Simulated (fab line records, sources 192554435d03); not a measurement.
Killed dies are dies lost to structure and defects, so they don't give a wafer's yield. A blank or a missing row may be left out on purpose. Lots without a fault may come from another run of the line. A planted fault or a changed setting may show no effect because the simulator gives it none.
Chamber matching | flow n5_finfet | N5_BEOL_M11_ETCH_62 on rie_diel-02: 4 sister chambers
The step etches SOC in N2/H2, target depth 110 nm, overetch 22 nm, time 165 s. 14 wafers are shown with their chamber, then 7 later ones without.

WAFERS WITH THEIR CHAMBER
wafer  | chamber | showerhead_plenum_p_Torr (Torr) | drypump_motor_current_A (A) | throttle_valve_pct (%)
L074.3 | 0       | 2.48                            | 5.44                        | 17.56
L074.4 | 3       | 2.51                            | 6.15                        | 17.74
L074.5 | 0       | 2.48                            | 5.49                        | 17.55
L075.2 | 3       | 2.51                            | 6.13                        | 17.75
L075.4 | 0       | 2.47                            | 5.53                        | 17.56
L075.6 | 2       | 2.53                            | 5.95                        | 17.70
L076.2 | 1       | 2.67                            | 5.96                        | 17.50
L076.5 | 3       | 2.51                            | 6.16                        | 17.74
L076.6 | 0       | 2.47                            | 5.47                        | 17.56
L081.2 | 3       | 2.50                            | 6.15                        | 17.77
L081.4 | 0       | 2.47                            | 5.45                        | 17.58
L081.6 | 3       | 2.50                            | 6.12                        | 17.76
L085.1 | 0       | 2.47                            | 5.49                        | 17.58
L085.3 | 2       | 2.53                            | 5.97                        | 17.72

SIGNATURES (means of the wafers above)
reading                  | chamber 0 | chamber 1 | chamber 2 | chamber 3 | scatter within a chamber
showerhead_plenum_p_Torr | 2.4733    | 2.6700    | 2.5300    | 2.5060    | 0.00503
drypump_motor_current_A  | 5.4783    | 5.9600    | 5.9600    | 6.1420    | 0.0256
throttle_valve_pct       | 17.5650   | 17.5000   | 17.7100   | 17.7520   | 0.0128
Rule: a wafer's distance from a chamber is the root of the sum, over the readings, of the square of ((its reading less the chamber's mean) divided by the reading's scatter). The wafer belongs to the nearest chamber; if the next one is less than 2 further off, it can't be placed. The scatter: the root of (the sum of the squares of (reading less its chamber's mean) over the shown wafers, divided by (wafers less chambers)).

WAFERS WITHOUT THEIR CHAMBER
wafer  | showerhead_plenum_p_Torr (Torr) | drypump_motor_current_A (A) | throttle_valve_pct (%)
L085.6 | 2.66                            | 5.98                        | 17.52
L089.2 | 2.66                            | 5.98                        | 17.53
L089.5 | 2.52                            | 5.98                        | 17.73
L089.6 | 2.50                            | 6.14                        | 17.79
L088.1 | 2.46                            | 5.45                        | 17.61
L088.3 | 2.66                            | 6.00                        | 17.53
L088.6 | 2.50                            | 6.16                        | 17.78

WHICH CHAMBER EACH WENT THROUGH
wafer  | from the rows above | in truth
L085.6 | 1                   | 1
L089.2 | 1                   | 1
L089.5 | 2                   | 2
L089.6 | 3                   | 3
L088.1 | 0                   | 0
L088.3 | 1                   | 1
L088.6 | 3                   | 3
Placed correctly: 7 of 7. Can't be placed from these rows: 0. Placed wrongly: 0.
